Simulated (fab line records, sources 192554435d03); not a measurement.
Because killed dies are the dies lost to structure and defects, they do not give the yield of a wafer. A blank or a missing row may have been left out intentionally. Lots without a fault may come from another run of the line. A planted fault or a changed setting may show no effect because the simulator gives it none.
Which tool was responsible? | flow n5-finfet | 9 lots, 27 wafers sampled, at 5 steps of a route of 1938

WHAT EACH GAUGE READ, for each wafer
N5_BEOL_M4_RC_MEAS_101. Usual: DIBL_N 36.4 mV/V, standard deviation 1.4; DIBL_P 36.3 mV/V, standard deviation 1.8; IOFF_N 0.163 nA/um, standard deviation 0.024; IOFF_P 0.21 nA/um, standard deviation 0.034; ION_N 673 uA/um, standard deviation 11; ION_P 461 uA/um, standard deviation 7.4; SS_N 71.6 mV/dec, standard deviation 0.52; SS_P 73.3 mV/dec, standard deviation 0.58; VT_N 249.4 mV, standard deviation 2.5; VT_P -250 mV, standard deviation 3.5.
lot  | measured     | on        | DIBL_N (mV/V)  | DIBL_P (mV/V)  | IOFF_N (nA/um)    | IOFF_P (nA/um) | ION_N (uA/um) | ION_P (uA/um) | SS_N (mV/dec)  | SS_P (mV/dec)  | VT_N (mV)         | VT_P (mV)      | flag
L429 | day 9 00:22  | prober-02 | 34.6 36.9 37.7 | 33.8 36.4 38.1 | 0.118 0.154 0.176 | 0.20 0.25 0.27 | 651 661 682   | 458 462 477   | 70.6 72.2 72.1 | 72.5 72.9 74.1 | 254.1 247.8 249.6 | -248 -247 -243 |
L431 | day 9 07:05  | prober-01 | 37.5 35.5 38.3 | 36.9 34.4 37.3 | 0.177 0.136 0.186 | 0.25 0.20 0.27 | 684 668 677   | 470 464 467   | 72.3 71.2 71.6 | 73.5 72.7 73.2 | 250.3 249.4 249.5 | -245 -249 -244 |
L432 | day 9 17:22  | prober-01 | 34.1 35.7 34.1 | 35.5 37.6 35.9 | 0.139 0.168 0.138 | 0.18 0.22 0.19 | 652 668 656   | 448 455 455   | 71.5 71.9 71.8 | 73.3 73.5 73.8 | 253.9 249.8 253.2 | -253 -252 -254 |
L433 | day 9 20:26  | prober-02 | 36.0 35.0 36.5 | 36.8 35.7 37.7 | 0.169 0.145 0.174 | 0.23 0.21 0.26 | 665 666 680   | 461 457 475   | 72.1 71.0 71.9 | 73.5 73.2 73.9 | 248.2 248.0 247.9 | -247 -249 -244 |
L439 | day 11 17:55 | prober-01 | 35.4 35.2 37.6 | 36.1 35.5 38.1 | 0.172 0.160 0.204 | 0.22 0.21 0.25 | 688 664 683   | 466 464 463   | 72.0 70.9 71.9 | 73.5 73.1 74.3 | 246.6 251.5 245.7 | -246 -246 -245 |
L442 | day 12 02:36 | prober-01 | 36.4 34.9 35.2 | 37.2 35.6 36.2 | 0.175 0.147 0.153 | 0.22 0.19 0.19 | 676 683 682   | 461 465 468   | 71.5 70.5 70.8 | 73.4 72.6 72.1 | 248.3 248.1 249.0 | -248 -251 -251 |
L443 | day 11 22:14 | prober-01 | 35.6 35.3 37.2 | 34.6 34.4 37.2 | 0.142 0.139 0.175 | 0.17 0.17 0.21 | 658 671 675   | 449 454 463   | 71.2 71.2 71.5 | 72.6 72.4 73.6 | 251.1 253.0 246.6 | -254 -258 -252 |
L444 | day 12 19:30 | prober-02 | 37.2 36.8 36.7 | 37.3 36.7 37.1 | 0.153 0.150 0.156 | 0.21 0.20 0.21 | 674 665 679   | 457 459 463   | 72.6 71.8 71.8 | 73.9 73.5 73.9 | 250.4 252.3 251.0 | -250 -251 -253 |
L448 | day 13 18:05 | prober-01 | 37.4 40.3 36.6 | 35.5 38.7 33.9 | 0.158 0.217 0.146 | 0.23 0.30 0.22 | 674 691 656   | 466 465 458   | 71.0 72.4 71.6 | 73.2 73.9 72.1 | 249.3 245.3 254.2 | -247 -242 -247 |

WHAT TOOL EACH LOT RAN ON (gives the tool, then ch and the chambers of the sampled wafers, and finally the start)
lot  | N5_GATE_CUT_HM_OPEN_40            | N5_GATE_CUT_ETCH_19               | N5_GATE_CUT_CUT_ETCH_53           | N5_GATE_CUT_STRIP_21
L429 | rie-diel-02 ch 1,2, day 5 11:44   | rie-diel-02 ch 1,2, day 5 11:51   | rie-metal-01 ch 0, day 5 12:01    | plasma-asher-01 ch 0,1, day 5 12:32
L431 | rie-diel-05 ch 0,2,3, day 6 00:18 | rie-diel-05 ch 0,2,3, day 6 00:26 | rie-metal-02 ch 0, day 6 00:32    | plasma-asher-02 ch 0,1, day 6 01:05
L432 | rie-diel-01 ch 2,3, day 6 07:36   | rie-diel-01 ch 2,3, day 6 07:43   | rie-metal-01 ch 0,1, day 6 07:50  | plasma-asher-01 ch 0,1, day 6 08:07
L433 | rie-diel-05 ch 2,3, day 6 15:26   | rie-diel-05 ch 2,3, day 6 15:33   | rie-metal-01 ch 0,1, day 6 15:40  | plasma-asher-02 ch 1, day 6 16:07
L439 | rie-diel-05 ch 0,3, day 7 22:20   | rie-diel-05 ch 0,3, day 7 22:28   | rie-metal-02 ch 0, day 7 22:34    | plasma-asher-01 ch 0,1, day 7 22:52
L442 | rie-diel-02 ch 0,2, day 8 17:17   | rie-diel-02 ch 0,2, day 8 17:24   | rie-metal-02 ch 1, day 8 17:31    | plasma-asher-01 ch 0,1, day 8 17:48
L443 | rie-diel-02 ch 0,1,2, day 8 23:34 | rie-diel-02 ch 0,1,2, day 8 23:41 | rie-metal-02 ch 0,1, day 8 23:48  | plasma-asher-01 ch 0,1, day 9 00:47
L444 | rie-diel-05 ch 1,2,3, day 9 06:38 | rie-diel-05 ch 1,2,3, day 9 06:45 | rie-metal-03 ch 0,1, day 9 06:53  | plasma-asher-01 ch 0,1, day 9 07:10
L448 | rie-diel-05 ch 1,3, day 10 11:28  | rie-diel-05 ch 1,3, day 10 11:35  | rie-metal-01 ch 0,1, day 10 11:45 | plasma-asher-02 ch 0,1, day 10 12:02
- N5_GATE_CUT_HM_OPEN_40: chemistry C4F6/O2, target SiO2, target depth 139 nm, time 85.1 s.
- N5_GATE_CUT_ETCH_19: etches SiNx in CH3F/O2, target depth 53.7 nm, time 76.7 s.
- N5_GATE_CUT_CUT_ETCH_53: etches W in SF6/Cl2, target depth 79.2 nm.
- N5_GATE_CUT_STRIP_21: strips in N2/H2, time 30 s.

AS READ BY THE TOOLS THEMSELVES (means over the sampled wafers that have a number; for cases with no such wafer, the mark the record gives instead)
N5_GATE_CUT_HM_OPEN_40. Usual: drypump-motor-current-A 5.9 A, standard deviation 0.33; etch-rf-on-time-s 93.9 s, standard deviation 1.9; oes-product-au 0.72 a.u., standard deviation 0.08; rf-vpp-V 667 V, standard deviation 5.4; showerhead-plenum-p-Torr 2.88 Torr, standard deviation 0.046; throttle-valve-pct 20.92 %, standard deviation 0.19.
lot  | tool        | drypump-motor-current-A (A) | etch-rf-on-time-s (s) | oes-product-au (a.u.) | rf-vpp-V (V) | showerhead-plenum-p-Torr (Torr) | throttle-valve-pct (%) | flag
L429 | rie-diel-02 | 6.3                         | 96.9                  | 0.65                  | 667          | 2.89                            | 21.27                  |
L431 | rie-diel-05 | 5.9                         | 93.5                  | 0.74                  | 668          | 2.91                            | 20.92                  |
L432 | rie-diel-01 | 5.6                         | 94.8                  | 0.66                  | 676          | 2.87                            | 21.15                  |
L433 | rie-diel-05 | 5.7                         | 94.1                  | 0.72                  | 673          | 2.91                            | 20.84                  |
L439 | rie-diel-05 | 6.0                         | 95.2                  | 0.69                  | 666          | 2.93                            | 20.97                  |
L442 | rie-diel-02 | 6.0                         | 91.9                  | 0.83                  | 664          | 2.90                            | 20.97                  |
L443 | rie-diel-02 | 6.0                         | 90.2                  | 0.75                  | 664          | 2.87                            | 21.03                  |
L444 | rie-diel-05 | 5.8                         | 95.5                  | 0.72                  | 669          | 2.90                            | 20.78                  |
L448 | rie-diel-05 | 6.0                         | 94.7                  | 0.68                  | 667          | 2.92                            | 20.83                  |

N5_GATE_CUT_ETCH_19. Usual: drypump-motor-current-A 5.9 A, standard deviation 0.32; etch-rf-on-time-s 76.3 s, standard deviation 1.2; oes-product-au 0.68 a.u., standard deviation 0.076; rf-vpp-V 298.2 V, standard deviation 2.5; showerhead-plenum-p-Torr 2.03 Torr, standard deviation 0.034; throttle-valve-pct 16.33 %, standard deviation 0.2.
lot  | tool        | drypump-motor-current-A (A) | etch-rf-on-time-s (s) | oes-product-au (a.u.) | rf-vpp-V (V) | showerhead-plenum-p-Torr (Torr) | throttle-valve-pct (%) | flag
L429 | rie-diel-02 | 6.3                         | 76.7                  | 0.61                  | 298.3        | 2.04                            | 16.70                  |
L431 | rie-diel-05 | 5.9                         | 75.6                  | 0.70                  | 299.7        | 2.05                            | 16.32                  |
L432 | rie-diel-01 | 5.6                         | 76.7                  | 0.63                  | 302.7        | 2.02                            | 16.57                  |
L433 | rie-diel-05 | 5.7                         | 76.6                  | 0.67                  | 300.4        | 2.04                            | 16.26                  |
L439 | rie-diel-05 | 6.0                         | 76.5                  | 0.66                  | 298.4        | 2.06                            | 16.40                  |
L442 | rie-diel-02 | 6.0                         | 74.8                  | 0.78                  | 296.8        | 2.04                            | 16.32                  |
L443 | rie-diel-02 | 6.1                         | 75.5                  | 0.71                  | 296.4        | 2.02                            | 16.40                  |
L444 | rie-diel-05 | 5.8                         | 77.0                  | 0.67                  | 299.0        | 2.04                            | 16.20                  |
L448 | rie-diel-05 | 6.0                         | 77.7                  | 0.64                  | 297.5        | 2.05                            | 16.28                  |

N5_GATE_CUT_CUT_ETCH_53. Usual: drypump-motor-current-A 5.6 A, standard deviation 0.63; etch-rf-on-time-s 26.4 s, standard deviation 0.34; oes-product-au 0.69 a.u., standard deviation 0.11; throttle-valve-pct 28.80 %, standard deviation 0.18.
lot  | tool         | drypump-motor-current-A (A) | etch-rf-on-time-s (s) | oes-product-au (a.u.) | throttle-valve-pct (%) | flag
L429 | rie-metal-01 | 6.5                         | 26.7                  | 0.59                  | 28.89                  |
L431 | rie-metal-02 | 4.8                         | 26.3                  | 0.73                  | 28.68                  |
L432 | rie-metal-01 | 5.6                         | 26.3                  | 0.69                  | 28.66                  |
L433 | rie-metal-01 | 6.1                         | 26.9                  | 0.63                  | 28.79                  |
L439 | rie-metal-02 | 4.8                         | 26.5                  | 0.71                  | 28.68                  |
L442 | rie-metal-02 | 6.0                         | 26.3                  | 0.83                  | 28.75                  |
L443 | rie-metal-02 | 5.2                         | 26.2                  | 0.75                  | 28.71                  |
L444 | rie-metal-03 | 5.9                         | 26.5                  | 0.78                  | 28.92                  |
L448 | rie-metal-01 | 6.0                         | 26.4                  | 0.62                  | 28.80                  |

N5_GATE_CUT_STRIP_21. Usual: drypump-motor-current-A 5.8 A, standard deviation 0.61; h2-flow-sccm 3250 sccm, standard deviation 9.6; heater-power-w 342 W, standard deviation 26; temp-c 250.00 C, standard deviation 0.19.
lot  | tool            | drypump-motor-current-A (A) | h2-flow-sccm (sccm) | heater-power-w (W) | temp-c (C) | flag
L429 | plasma-asher-01 | 6.3                         | 3249                | 331                | 250.18     |
L431 | plasma-asher-02 | 5.5                         | 3241                | 343                | 250.07     |
L432 | plasma-asher-01 | 6.4                         | 3252                | 331                | 249.86     |
L433 | plasma-asher-02 | 4.9                         | 3251                | 386                | 249.96     |
L439 | plasma-asher-01 | 6.3                         | 3245                | 324                | 249.98     |
L442 | plasma-asher-01 | -                           | -                   | -                  | -          | OFF
L443 | plasma-asher-01 | -                           | -                   | -                  | -          | OFF
L444 | plasma-asher-01 | -                           | -                   | -                  | -          | OFF
L448 | plasma-asher-02 | 5.2                         | 3261                | 365                | 250.05     |

THE ANSWER, worked out from the rows above alone
Rule: a lot is off if the mean of its wafers that have a number lies more than 3 standard deviations from the usual mean. A lot without any number at a reading at which 4 lots or more have one is off too. All remaining lots with rows at the step are treated as sound. After the gauges, taken in route order, come the tools' own readings; for these a lot's mean is taken, as printed above. The first step at which some lot is off is used, and at that step the reading that is off furthest; a lot without a number counts as furthest.
Off: L442, L443, L444, at N5_GATE_CUT_STRIP_21 (drypump-motor-current-A). Without a number there: L442, L443, L444.
If a tool, at that step or one of the process steps before it, ran each lot that is off and ran no sound lot following the first of them, it fits. One candidate fits, namely plasma-asher-01 at N5_GATE_CUT_STRIP_21. Its last sound lot is L439 (day 7 22:52), its first lot that is off L442 (day 8 17:48): a fault that began between those two fits.
Blank at N5_GATE_CUT_STRIP_21 on the lots that are off, where sound lots have numbers: drypump-motor-current-A, h2-flow-sccm, heater-power-w, temp-c.

WHAT WAS PUT IN BY THE SIMULATOR
Entire step skipped (plasma-asher-01, N5_GATE_CUT_STRIP_21), from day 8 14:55 onward. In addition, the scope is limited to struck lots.
Struck lots among those shown: L443, L442, L444. The rule given above showed the same thing.
